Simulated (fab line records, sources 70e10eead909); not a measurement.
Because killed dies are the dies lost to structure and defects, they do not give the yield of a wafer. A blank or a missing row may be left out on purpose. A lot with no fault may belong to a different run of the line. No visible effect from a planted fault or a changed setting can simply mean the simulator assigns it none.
2 desks, one fault / flow nand harc / each desk holds nothing but its own numbers, with what lay behind them at the end

## AT THE TOOL OWNER'S DESK: litho track-06
The tool's own readings at NHARC_P_M1_PEB_07 (peb time 65 s): means of the sampled wafers that have a number, for each lot that ran on this tool. Marked OUT: a lot whose mean sits more than 4 standard deviations from the usual mean, which makes it out of limits; the brackets give that distance.
Columns: A = exhaust pa at NHARC_P_M1_PEB_07, usual 45.0 Pa; B = heater power total W at NHARC_P_M1_PEB_07, usual 156.6 W; C = plate temp C at NHARC_P_M1_PEB_07, usual 100.03 C
lot=L487; first seen here=day 6 13:52; A=44.5; B=156.9; C=100.08
lot=L496; first seen here=day 10 03:41; A=43.8; B=157.0; C=100.09
lot=L499; first seen here=day 11 05:57; A=45.1; B=156.5; C=100.11
lot=L502; first seen here=day 12 06:19; A=44.5; B=151.5 (-12) OUT; C=97.58 (-20) OUT
lot=L504; first seen here=day 13 07:56; A=45.8; B=151.4 (-12) OUT; C=97.63 (-20) OUT
This desk's verdict: out of limits on L502, L504, starting with L502 at day 12 06:19 (heater power total W at NHARC_P_M1_PEB_07). L487, L496, L499: within limits.

## AT THE METROLOGY DESK
What the gauges read for every lot (on any tool): the sampled wafers with a number, averaged. Marked OUT: a lot whose mean sits more than 4 standard deviations from the usual mean, which makes it out of limits; the brackets give that distance.
Columns: A = cd nm at NHARC_P_M1_CD_MEAS_09, usual 129.6 nm
lot=L487; first seen here=day 6 13:57; A=128.5
lot=L489; first seen here=day 7 05:34; A=129.8
lot=L490; first seen here=day 7 16:00; A=129.5
lot=L492; first seen here=day 8 12:40; A=130.2
lot=L495; first seen here=day 9 11:00; A=129.4
lot=L496; first seen here=day 10 03:46; A=129.8
lot=L498; first seen here=day 10 14:46; A=129.5
lot=L499; first seen here=day 11 06:02; A=129.6
lot=L501; first seen here=day 12 06:15; A=130.0
lot=L502; first seen here=day 12 06:24; A=119.6 (-17) OUT
lot=L504; first seen here=day 13 08:01; A=120.8 (-15) OUT
lot=L505; first seen here=day 13 20:17; A=129.3
lot=L506; first seen here=day 14 03:21; A=129.4
lot=L508; first seen here=day 14 21:44; A=129.7
This desk's verdict: out of limits on L502, L504, starting with L502 at day 12 06:24 (cd nm at NHARC_P_M1_CD_MEAS_09). L487, L489, L490, L492, L495, L496, L498, L499, L501, L505, L506, L508: within limits.

## BROUGHT TOGETHER
The tool owner's desk had the chance to raise an alarm at day 12 06:19 on L502, L504.
Metrology desk: alarm possible at day 12 06:24 on L502, L504.
NHARC_P_M1_PEB_07 was run on litho track-06 by each of the lots named.

## WHAT WAS PUT IN BY THE SIMULATOR
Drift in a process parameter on litho track-06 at NHARC_P_M1_PEB_07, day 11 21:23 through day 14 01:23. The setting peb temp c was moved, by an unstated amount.
Shown lots that were struck: L502, L504.
Counting hours from when the fault started, the first reading out of limits came at 9 for the tool owner's desk and at 9 for the metrology desk.
